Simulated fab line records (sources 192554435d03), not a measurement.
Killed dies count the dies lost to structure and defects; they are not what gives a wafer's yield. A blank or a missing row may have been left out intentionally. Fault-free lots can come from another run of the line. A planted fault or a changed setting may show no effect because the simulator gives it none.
fab line records + flow n5_finfet
record:
- lots: 5
- wafers: 14
- last_day: 20
route steps=1938 shown BEOL_M2@914 BEOL_M4@1111 PASSIVATION@1936
lots that met no fault: taken from a fault-free run of the same line
start_h: hours from the record's opening day to when the first of the lot's shown wafers began + wait_h: hours since the lot's step before + " the same as in the row above + L1.1+2: a row that stands for several wafers + - either no value or no given start + * or withheld: withheld + < > ~ a bound
route shown NAME@n: names a module that has steps shown in the file, with the first one's number in the route + usual: mean/standard deviation of fault-free wafers + same: alike in all rows + chamber/n: place in a boat + sites: the reading at each site + _std_site: the standard deviation of these + _edge_site: mean of outer sites minus mean of inner sites + radius_mm: how far each site lies from the wafer's centre + mask NAME#n: copy n + behind: the most recent tool/chamber to have shaped the wafer + hold: cause of the lot's hold/its duration in hours/its outcome + device: whichever transistor did not switch (one of n, p or np) + end of line: the tests these same wafers got at the end of their route + for a step that has no rows: nothing shown but its recipe + killed: dies that structure and defects cost at the first sort, which is not the same as the wafer's yield + map: shows each die of a wafer: x if killed, . if not, _ if none is there
set.NAME: the setting the step ran with; set.NAME@STEP: the setting that earlier step ran with + model.NAME: the simulator's own value behind a step, which no gauge read
lots seen at some steps along the route; tables by step, rows by wafer
services: from which hour (start_h, from the record's first day; less than 0 if before it) a tool's chamber was out of use, for how many hours, and why
== steps ==
step: N5_BEOL_M2_SPUTTER_90
recipe:
- material: Cu
- target_thk_a: 45
- temp_c: -20
- chamber_pressure_pa: 0.07
- power_w: withheld
- time_s: 8.29
step: N5_BEOL_M2_ANNEAL_91
recipe:
- temp_c: 400
- time_s: 240
- ambient: vacuum
step: N5_BEOL_M2_SPUTTER_92
recipe:
- material: Cu
- target_thk_a: 45
- temp_c: -20
- chamber_pressure_pa: 0.07
- power_w: withheld
- time_s: 8.29
usual:
- throttle_valve_pct: 29.7/0.85
| lot.wafer | tool           | chamber | start_h | wait_h | throttle_valve_pct |
|-----------|----------------|---------|---------|--------|--------------------|
| L775.1    | pvd_sputter-03 | -       | 171.47  | 0.1    | 31.2               |
| L775.3    | "              | -       | "       | "      | 28.7               |
| L775.6    | "              | -       | "       | "      | 31.4               |
| L777.2    | pvd_sputter-03 | -       | 182.86  | 0.1    | 28.6               |
| L777.4    | "              | -       | "       | "      | 31.2               |
| L777.5    | "              | -       | "       | "      | 31.3               |
| L787.4    | pvd_sputter-01 | -       | 235.41  | 0.1    | 29.1               |
| L787.5    | "              | -       | "       | "      | 30.3               |
| L790.2    | pvd_sputter-02 | -       | 256.92  | 0.1    | 28.8               |
| L790.3    | "              | -       | "       | "      | 29.2               |
| L790.6    | "              | -       | "       | "      | 30.4               |
| L795.1    | pvd_sputter-03 | -       | 285.64  | 0.1    | 29.0               |
| L795.5    | "              | -       | "       | "      | 28.7               |
| L795.6    | "              | -       | "       | "      | 31.0               |
step: N5_BEOL_M2_ANNEAL_93
recipe:
- temp_c: 400
- time_s: 240
- ambient: vacuum
step: N5_BEOL_M2_SPUTTER_94
recipe:
- material: Cu
- target_thk_a: 45
- temp_c: -20
- chamber_pressure_pa: 0.07
- power_w: withheld
- time_s: 8.29
usual:
- throttle_valve_pct: 29.6/0.89
| lot.wafer | tool           | chamber | start_h | wait_h | throttle_valve_pct |
|-----------|----------------|---------|---------|--------|--------------------|
| L775.1    | pvd_sputter-03 | -       | 171.69  | 0.1    | 31.0               |
| L775.3    | "              | -       | "       | "      | 28.5               |
| L775.6    | "              | -       | "       | "      | 31.0               |
| L777.2    | pvd_sputter-03 | -       | 183.08  | 0.1    | 28.5               |
| L777.4    | "              | -       | "       | "      | 31.2               |
| L777.5    | "              | -       | "       | "      | 31.7               |
| L787.4    | pvd_sputter-01 | -       | 235.63  | 0.1    | 29.0               |
| L787.5    | "              | -       | "       | "      | 30.6               |
| L790.2    | pvd_sputter-02 | -       | 257.14  | 0.1    | 28.8               |
| L790.3    | "              | -       | "       | "      | 29.6               |
| L790.6    | "              | -       | "       | "      | 30.4               |
| L795.1    | pvd_sputter-03 | -       | 285.86  | 0.1    | 29.1               |
| L795.5    | "              | -       | "       | "      | 28.5               |
| L795.6    | "              | -       | "       | "      | 31.2               |
step: N5_BEOL_M2_ANNEAL_95
recipe:
- temp_c: 400
- time_s: 240
- ambient: vacuum
step: N5_BEOL_M2_SPUTTER_96
recipe:
- material: Cu
- target_thk_a: 45
- temp_c: -20
- chamber_pressure_pa: 0.07
- power_w: withheld
- time_s: 8.29
step: N5_BEOL_M2_ECD_50
recipe:
- material: Cu
- target_thk_a: 3000
step: N5_BEOL_M2_ANNEAL_51
recipe:
- temp_c: 225
- time_s: 90
- ambient: N2
usual:
- wafer_temp_C_max: 225.9/0.3
| lot.wafer | tool          | chamber | start_h | wait_h | wafer_temp_C_max |
|-----------|---------------|---------|---------|--------|------------------|
| L775.1    | rtp_anneal-02 | 0       | 172.11  | 0.1    | 226.0            |
| L775.3    | "             | 0       | "       | "      | 225.6            |
| L775.6    | "             | 0       | "       | "      | 225.8            |
| L777.2    | rtp_anneal-02 | 0       | 183.54  | 0.1    | 226.2            |
| L777.4    | "             | 0       | "       | "      | 225.5            |
| L777.5    | "             | 0       | "       | "      | 226.3            |
| L787.4    | rtp_anneal-01 | 0       | 236.18  | 0.2    | 225.5            |
| L787.5    | "             | 0       | "       | "      | 226.0            |
| L790.2    | rtp_anneal-02 | 0       | 257.60  | 0.1    | 226.1            |
| L790.3    | "             | 0       | "       | "      | 226.4            |
| L790.6    | "             | 0       | "       | "      | 226.3            |
| L795.1    | rtp_anneal-01 | 0       | 286.42  | 0.2    | 225.6            |
| L795.5    | "             | 0       | "       | "      | 225.9            |
| L795.6    | "             | 0       | "       | "      | 225.9            |
step: N5_BEOL_M2_CMP_52
recipe:
- stop_on: SiOC
- t_overpolish_s: 6.8
- down_force_psi: 1
- platen_rpm: 50
- clearing_platen_down_force_psi: 1.5
- clearing_platen_rpm: 50
- post_cmp_clean: cu_alkaline
- target_thk_nm: 40
- clearing_platen_pad_velocity_m_s: 0.99484
- pad_velocity_m_s: 0.99484
usual:
- barrier_field_endpoint_s: 24.5/0.64
- motor_current_A: 6.1/0.61
- overpolish_run_s: 6.800/0.0092
- time_to_endpoint_s: 62/3.9
| lot.wafer | tool   | chamber | start_h | wait_h | barrier_field_endpoint_s | motor_current_A | overpolish_run_s | time_to_endpoint_s |
|-----------|--------|---------|---------|--------|--------------------------|-----------------|------------------|--------------------|
| L775.1    | cmp-01 | 0       | 172.41  | 0.3    | 24.3                     | 7.0             | 6.790            | 62                 |
| L775.3    | "      | 1       | "       | "      | 23.7                     | 5.4             | 6.806            | 58                 |
| L775.6    | "      | 0       | "       | "      | 25.0                     | 6.7             | 6.801            | 62                 |
| L777.2    | cmp-03 | 1       | 183.79  | 0.2    | 24.5                     | 6.0             | 6.808            | 67                 |
| L777.4    | "      | 3       | "       | "      | 24.8                     | 6.3             | 6.791            | 63                 |
| L777.5    | "      | 1       | "       | "      | 24.8                     | 6.5             | 6.800            | 65                 |
| L787.4    | cmp-01 | 2       | 236.34  | 0.1    | 25.2                     | 6.3             | 6.784            | 61                 |
| L787.5    | "      | 3       | "       | "      | 24.8                     | 5.5             | 6.807            | 64                 |
| L790.3    | cmp-01 | 2       | 257.85  | 0.2    | 23.8                     | 6.1             | 6.805            | 61                 |
| L790.2    | "      | 0       | "       | "      | 24.4                     | 7.0             | 6.813            | 60                 |
| L790.6    | "      | 3       | "       | "      | 25.6                     | 5.7             | 6.782            | 66                 |
| L795.1    | cmp-02 | 0       | 286.81  | 0.3    | 24.5                     | 7.7             | 6.822            | 57                 |
| L795.5    | "      | 2       | "       | "      | 24.5                     | 5.0             | 6.805            | 62                 |
| L795.6    | "      | 3       | "       | "      | 23.9                     | 5.9             | 6.791            | 53                 |
step: N5_BEOL_M2_THK_MEAS_53
recipe:
- thk_meas_gauge: xrf
- reads: Cu_of_BEOL_M2_ECD_50
usual:
- M2_THK: 39.7/1.7
| lot.wafer | tool          | chamber | start_h | wait_h | M2_THK[nm] |
|-----------|---------------|---------|---------|--------|------------|
| L775.1    | film_metro-01 | -       | 172.70  | -      | 40.2       |
| L775.3    | "             | -       | "       | "      | 37.7       |
| L775.6    | "             | -       | "       | "      | 41.4       |
| L777.2    | film_metro-02 | -       | 184.09  | -      | 40.1       |
| L777.4    | "             | -       | "       | "      | 38.3       |
| L777.5    | "             | -       | "       | "      | 37.8       |
| L787.4    | film_metro-02 | -       | 236.64  | -      | 41.0       |
| L787.5    | "             | -       | "       | "      | 42.5       |
| L790.2    | film_metro-01 | -       | 258.14  | -      | 35.7       |
| L790.3    | "             | -       | "       | "      | 37.5       |
| L790.6    | "             | -       | "       | "      | 38.4       |
| L795.1    | film_metro-01 | -       | 287.03  | -      | 38.6       |
| L795.5    | "             | -       | "       | "      | 38.3       |
| L795.6    | "             | -       | "       | "      | 39.2       |
step: N5_BEOL_M2_PRE_CLEAN_60
recipe:
- gas: NH3/H2
- time_s: 15
- temp_c: *
- rf_power_w: 300
usual:
- heater_power_w: 80/15
- rf_fwd_power_W: 296.6/1.5
| lot.wafer | tool      | chamber | start_h | wait_h | heater_power_w | rf_fwd_power_W |
|-----------|-----------|---------|---------|--------|----------------|----------------|
| L775.1    | cvd_co-01 | 1       | 172.74  | 0.0    | 102            | 295.7          |
| L775.3    | "         | 2       | "       | "      | 76             | 295.6          |
| L775.6    | "         | 2       | "       | "      | 76             | 294.0          |
| L777.2    | cvd_co-02 | 2       | 184.12  | 0.0    | 62             | 299.5          |
| L777.4    | "         | 0       | "       | "      | 88             | 294.9          |
| L777.5    | "         | 2       | "       | "      | 62             | 298.3          |
| L787.4    | cvd_co-02 | 2       | 236.69  | 0.1    | 63             | 298.3          |
| L787.5    | "         | 1       | "       | "      | 81             | 295.5          |
| L790.2    | cvd_co-01 | 2       | 258.18  | 0.0    | 78             | 293.1          |
| L790.3    | "         | 0       | "       | "      | 61             | 297.2          |
| L790.6    | "         | 0       | "       | "      | 61             | 296.4          |
| L795.1    | cvd_co-01 | 1       | 287.07  | 0.0    | 107            | 297.8          |
| L795.5    | "         | 2       | "       | "      | 77             | 294.1          |
| L795.6    | "         | 0       | "       | "      | 62             | 297.3          |
step: N5_BEOL_M2_CO_CAP_55
recipe:
- material: Co
- target_thk_a: 20
- temp_c: 200
- precursor: CCTBA/H2
- pressure_torr: 30
- time_s: 102.1
usual:
- heater_power_w: 231/19
- run_length_s: 124.7/0.59
| lot.wafer | tool      | chamber | start_h | wait_h | heater_power_w | run_length_s | model.Co_of_BEOL_M2_CO_CAP_55.thk_nm |
|-----------|-----------|---------|---------|--------|----------------|--------------|--------------------------------------|
| L775.1    | cvd_co-01 | 1       | 172.78  | 0.0    | 251            | 125.0        | 2                                    |
| L775.3    | "         | 2       | "       | "      | 226            | 123.5        | 2                                    |
| L775.6    | "         | 2       | "       | "      | 227            | 123.8        | 2                                    |
| L777.2    | cvd_co-02 | 2       | 184.16  | 0.0    | 208            | 125.4        | 2                                    |
| L777.4    | "         | 0       | "       | "      | 239            | 124.5        | 2                                    |
| L777.5    | "         | 2       | "       | "      | 209            | 125.2        | 2                                    |
| L787.4    | cvd_co-02 | 2       | 236.75  | 0.0    | 210            | 156.9        | 2.6                                  |
| L787.5    | "         | 1       | "       | "      | 224            | 125.4        | 1.8                                  |
| L790.2    | cvd_co-01 | 2       | 258.22  | 0.0    | 227            | 123.7        | 1.6                                  |
| L790.3    | "         | 0       | "       | "      | 206            | 125.2        | 1.8                                  |
| L790.6    | "         | 0       | "       | "      | 210            | 125.1        | 1.8                                  |
| L795.1    | cvd_co-01 | 1       | 287.11  | 0.0    | 257            | 125.3        | 2                                    |
| L795.5    | "         | 2       | "       | "      | 232            | 124.4        | 1.6                                  |
| L795.6    | "         | 0       | "       | "      | 207            | 125.1        | 1.8                                  |
step: N5_BEOL_M2_PRE_CLEAN_56
recipe:
- gas: NH3
- time_s: 15
- temp_c: withheld
- rf_power_w: 300
step: N5_BEOL_M4_RC_MEAS_101
usual:
- DIBL_N: 36.5/2.1
- DIBL_P: 36.6/2.6
- IOFF_N: 0.17/0.044
- IOFF_P: 0.21/0.048
- ION_N: 674/17
- ION_P: 462/9.5
- SS_N: 71.6/0.77
- SS_P: 73.5/0.72
- VT_N: 250/4.2
- VT_P: -250/3.9
| lot.wafer | tool      | chamber | start_h | wait_h | DIBL_N[mV/V] | DIBL_P[mV/V] | IOFF_N[nA/um] | IOFF_P[nA/um] | ION_N[uA/um] | ION_P[uA/um] | SS_N[mV/dec] | SS_P[mV/dec] | VT_N[mV] | VT_P[mV] |
|-----------|-----------|---------|---------|--------|--------------|--------------|---------------|---------------|--------------|--------------|--------------|--------------|----------|----------|
| L777.2    | prober-01 | 0       | 222.23  | 0.2    | 38.8         | 38.2         | 0.22          | 0.28          | 694          | 478          | 71.5         | 73.9         | 248      | -245     |
| L777.4    | "         | 0       | "       | "      | 36.1         | 34.2         | 0.15          | 0.22          | 664          | 464          | 72.0         | 73.1         | 253      | -247     |
| L777.5    | "         | 0       | "       | "      | 35.9         | 34.6         | 0.16          | 0.22          | 666          | 463          | 70.9         | 72.9         | 251      | -248     |
| L775.1    | prober-02 | 0       | 223.94  | 0.0    | 33.7         | 33.7         | 0.12          | 0.17          | 661          | 458          | 70.5         | 73.0         | 251      | -253     |
| L775.3    | "         | 0       | "       | "      | 36.6         | 36.6         | 0.16          | 0.19          | 674          | 457          | 71.5         | 73.0         | 252      | -251     |
| L775.6    | "         | 0       | "       | "      | 35.1         | 34.1         | 0.13          | 0.16          | 654          | 447          | 71.1         | 72.8         | 253      | -253     |
| L787.4    | prober-02 | 0       | 278.39  | 0.5    | 40.4         | 39.2         | 0.28          | 0.24          | 678          | 456          | 73.8         | 74.6         | 247      | -252     |
| L787.5    | "         | 0       | "       | "      | 36.2         | 33.4         | 0.16          | 0.16          | 656          | 443          | 73.5         | 72.9         | 258      | -256     |
| L790.2    | prober-01 | 0       | 300.08  | 0.2    | 36.9         | 36.9         | 0.19          | 0.27          | 669          | 465          | 71.8         | 73.9         | 249      | -243     |
| L790.3    | "         | 0       | "       | "      | 35.1         | 35.0         | 0.15          | 0.23          | 673          | 473          | 70.8         | 73.1         | 248      | -245     |
| L790.6    | "         | 0       | "       | "      | 35.9         | 35.6         | 0.16          | 0.24          | 688          | 479          | 71.6         | 73.9         | 250      | -245     |
| L795.1    | prober-02 | 0       | 339.33  | 0.0    | 34.6         | 34.2         | 0.13          | 0.18          | 663          | 459          | 71.0         | 72.8         | 254      | -249     |
| L795.5    | "         | 0       | "       | "      | 32.9         | 32.6         | 0.10          | 0.16          | 651          | 451          | 70.6         | 72.4         | 257      | -253     |
| L795.6    | "         | 0       | "       | "      | 36.7         | 37.1         | 0.17          | 0.22          | 676          | 464          | 70.9         | 73.0         | 251      | -249     |
step: N5_PASSIVATION_PROBE_49
usual:
- defect_limited_yield: 91.2/1.5
- killed_at_M0_to_M3: 36/10
- killed_at_M4_up: 14/5.2
- killed_at_contacts: 12/6
- killed_at_front_end: 37/10
- killed_at_other: 4/3.3
- killed_dies: 104/18
- killed_open: 68/14
- killed_short: 34/7.4
- sort_bin_4_leakage: 0.01/0.04
- sort_bin_5_function: 5.2/1
- sort_bin_6_memory: 3.3/0.7
- sort_bin_8_speed: 0.01/0.045
- sort_n_pass: 1076/18
- sort_yield_pct: 91.2/1.5
same:
- gross_dies: 1180
- killed_at_back_side: 0
| lot.wafer | tool      | chamber | start_h | wait_h | defect_limited_yield[%] | killed_at_M0_to_M3 | killed_at_M4_up | killed_at_contacts | killed_at_front_end | killed_at_other | killed_dies | killed_open | killed_short | sort_bin_4_leakage[%] | sort_bin_5_function[%] | sort_bin_6_memory[%] | sort_bin_8_speed[%] | sort_n_pass | sort_yield_pct[%] |
|-----------|-----------|---------|---------|--------|-------------------------|--------------------|-----------------|--------------------|---------------------|-----------------|-------------|-------------|--------------|-----------------------|------------------------|----------------------|---------------------|-------------|-------------------|
| L775.1    | prober-01 | -       | 338.27  | 0.0    | 92.1                    | 33                 | 3               | 20                 | 33                  | 4               | 93          | 52          | 41           | 0                     | 5.1                    | 2.3                  | 0                   | 1087        | 92.1              |
| L775.3    | prober-01 | -       | 338.37  | 0.1    | 94.2                    | 35                 | 8               | 6                  | 19                  | 0               | 68          | 42          | 25           | 0                     | 3.0                    | 2.5                  | 0                   | 1112        | 94.2              |
| L775.6    | prober-01 | -       | 338.52  | 0.3    | 91.9                    | 42                 | 13              | 8                  | 28                  | 4               | 95          | 58          | 37           | 0                     | 4.5                    | 3.2                  | 0                   | 1085        | 91.9              |
| L795.1    | prober-01 | -       | 481.79  | 0.0    | 95.1                    | 13                 | 10              | 4                  | 29                  | 2               | 58          | 41          | 17           | 0                     | 2.9                    | 1.9                  | 0                   | 1122        | 95.1              |
| L795.5    | prober-01 | -       | 481.99  | 0.2    | 93.6                    | 16                 | 15              | 10                 | 31                  | 3               | 75          | 51          | 24           | 0                     | 4.5                    | 1.8                  | 0                   | 1105        | 93.6              |
| L795.6    | prober-01 | -       | 482.04  | 0.3    | 93.0                    | 27                 | 15              | 6                  | 32                  | 3               | 83          | 55          | 28           | 0                     | 3.7                    | 2.9                  | 0                   | 1097        | 93.0              |
killed by level:class
L775.1 MOL_CONTACT_COAG:geometric_particle:open=15 BEOL_M0_SAQP:geometric_particle:short=9 FIN_SAQP:geometric_particle:short=8 BEOL_M2:geometric_particle:open=6 BEOL_M0_SAQP:geometric_particle:open=6 DUMMY_GATE:geometric_particle:open=5 GATE_CUT:geometric_particle:short=5 MOL_CONTACT_COAG:geometric_particle:short=5
L775.3 BEOL_M2:geometric_particle:open=8 MOL_CONTACT_COAG:geometric_particle:open=6 BEOL_M1:geometric_particle:open=6 FIN_SAQP:geometric_particle:open=4 BEOL_M1:geometric_particle:short=4 BEOL_M0_SAQP:geometric_particle:open=4 BEOL_M0_SAQP:geometric_particle:short=4 STARTING-WAFER:geometric_particle:short=4
L775.6 BEOL_M0_SAQP:geometric_particle:open=11 BEOL_M1:geometric_particle:open=7 BEOL_M4:geometric_particle:open=7 MOL_CONTACT_COAG:geometric_particle:open=6 BEOL_M0_SAQP:geometric_particle:short=6 FIN_SAQP:geometric_particle:open=5 STI_FIN_REVEAL:geometric_particle:open=5 BEOL_M1:geometric_particle:short=5
L795.1 DUMMY_GATE:geometric_particle:open=9 BEOL_M3:geometric_particle:open=6 FIN_SAQP:geometric_particle:open=5 FIN_SAQP:geometric_particle:short=5 BEOL_M4:geometric_particle:open=4 MOL_CONTACT_COAG:geometric_particle:open=3 STARTING-WAFER:geometric_particle:open=3 DUMMY_GATE:geometric_particle:short=2
L795.5 MOL_CONTACT_COAG:geometric_particle:open=8 STI_FIN_REVEAL:geometric_particle:open=5 BEOL_M3:geometric_particle:open=5 FIN_SAQP:geometric_particle:short=4 DUMMY_GATE:geometric_particle:open=4 BEOL_M0_SAQP:geometric_particle:open=4 BEOL_M7:geometric_particle:open=4 STARTING-WAFER:geometric_particle:short=4
L795.6 BEOL_M2:geometric_particle:open=8 MOL_CONTACT_COAG:geometric_particle:open=6 FIN_SAQP:geometric_particle:short=5 STI_FIN_REVEAL:geometric_particle:open=5 DUMMY_GATE:geometric_particle:open=5 BEOL_M0_SAQP:geometric_particle:short=5 STARTING-WAFER:geometric_particle:short=4 BEOL_M3:geometric_particle:open=4
== services ==
| tool           | chamber | start_h | hours | kind                           |
|----------------|---------|---------|-------|--------------------------------|
| pvd_sputter-01 | -       | 155.50  | 4.5   | repair                         |
| cvd_co-02      | 1       | 164.16  | 4.1   | repair                         |
| cmp-02         | -       | 173.39  | 1.6   | repair                         |
| cmp-03         | -       | 204.67  | 4.0   | pm                             |
| cmp-03         | -       | 208.67  | -     | consumable_replace:conditioner |
| cmp-03         | -       | 208.67  | -     | consumable_replace:pad         |
| cmp-03         | -       | 216.66  | 0.9   | repair                         |
| cmp-02         | -       | 216.81  | 1.2   | repair                         |
| cmp-01         | -       | 217.37  | 1.1   | repair                         |
| pvd_sputter-01 | -       | 219.23  | 4.0   | repair                         |
| cmp-02         | -       | 231.63  | 10.3  | pm                             |
| cvd_co-02      | 2       | 240.71  | 4.8   | repair                         |
| cvd_co-01      | 0       | 243.52  | 11.4  | repair                         |
| cmp-03         | -       | 244.00  | 1.0   | repair                         |
| cmp-02         | -       | 259.41  | 4.0   | pm                             |
| cmp-01         | -       | 269.12  | 8.4   | pm                             |
| cmp-01         | -       | 278.95  | 0.5   | repair                         |
| cvd_co-02      | -       | 285.01  | 2.8   | pm                             |
== key ==
first_sign:
- step: N5_BEOL_M2_CO_CAP_55
- reading: run_length_s
- direction: up
- sigmas: 55
- usual: *
- struck: *
effect none on later readings
model_effect:
- step: N5_BEOL_M2_CO_CAP_55
- value: Co_of_BEOL_M2_CO_CAP_55.thk_nm
- without: 2
- struck: 2.6
met_at N5_BEOL_M2_CO_CAP_55
struck_wafers L787.4
onset_between 184.16 236.75
fault:
- kind: process_parameter_drift
- tool: cvd_co-02
- chamber: -
- onset_h: 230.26
- steps: N5_BEOL_M2_CO_CAP_55
- channel: time_s
- offset: *
- shape: step
- end_h: 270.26
- scope: struck_wafers_only
- acts_in: *
- stated: *
